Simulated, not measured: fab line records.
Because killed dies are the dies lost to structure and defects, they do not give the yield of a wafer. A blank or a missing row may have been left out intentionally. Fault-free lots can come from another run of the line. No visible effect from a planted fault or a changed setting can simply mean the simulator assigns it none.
Chamber matching / flow nand-harc / 4 sister chambers for NHARC_A_CONTACT_DESCUM_74 on rie-diel-09
The step chemistry O2, time 3 s. 4 wafers are shown with their chamber, then 12 later ones without.

## WAFERS PAIRED WITH THEIR CHAMBERS
wafer=L089.4; chamber=1; showerhead-plenum-p-Torr (Torr)=1.86
wafer=L090.2; chamber=3; showerhead-plenum-p-Torr (Torr)=2.01
wafer=L090.3; chamber=2; showerhead-plenum-p-Torr (Torr)=1.79
wafer=L090.4; chamber=0; showerhead-plenum-p-Torr (Torr)=1.82

## WAFERS WHOSE CHAMBER IS MISSING
wafer=L092.1; showerhead-plenum-p-Torr (Torr)=1.86
wafer=L092.3; showerhead-plenum-p-Torr (Torr)=2.01
wafer=L092.6; showerhead-plenum-p-Torr (Torr)=1.79
wafer=L093.1; showerhead-plenum-p-Torr (Torr)=1.79
wafer=L093.4; showerhead-plenum-p-Torr (Torr)=1.82
wafer=L093.6; showerhead-plenum-p-Torr (Torr)=2.01
wafer=L095.1; showerhead-plenum-p-Torr (Torr)=1.81
wafer=L095.3; showerhead-plenum-p-Torr (Torr)=1.85
wafer=L095.5; showerhead-plenum-p-Torr (Torr)=1.79
wafer=L096.2; showerhead-plenum-p-Torr (Torr)=1.81
wafer=L096.5; showerhead-plenum-p-Torr (Torr)=2.01
wafer=L096.6; showerhead-plenum-p-Torr (Torr)=1.79

## WHICH CHAMBER EACH ONE RAN IN
wafer=L092.1; from the rows above=1; in truth=1
wafer=L092.3; from the rows above=3; in truth=3
wafer=L092.6; from the rows above=2; in truth=2
wafer=L093.1; from the rows above=2; in truth=2
wafer=L093.4; from the rows above=0; in truth=0
wafer=L093.6; from the rows above=3; in truth=3
wafer=L095.1; from the rows above=0; in truth=0
wafer=L095.3; from the rows above=1; in truth=1
wafer=L095.5; from the rows above=2; in truth=2
wafer=L096.2; from the rows above=0; in truth=0
wafer=L096.5; from the rows above=3; in truth=3
wafer=L096.6; from the rows above=2; in truth=2
12 of 12 placed correctly. Number that these rows cannot place: 0. Wrongly placed: 0.
How it was worked out, from the rows above alone: a wafer's distance from a chamber is the root of the sum, over the readings, of the square of ((its reading less the chamber's mean) divided by the reading's scatter). If the next closest chamber is less than 2 further off than the closest, the wafer can't be placed; otherwise it belongs to the closest. The mean given for a chamber averages the wafers shown for that chamber. The scatter (one wafer shown for each chamber): square how far every hidden wafer sits from the nearest shown wafer, average those squares and take the square root.
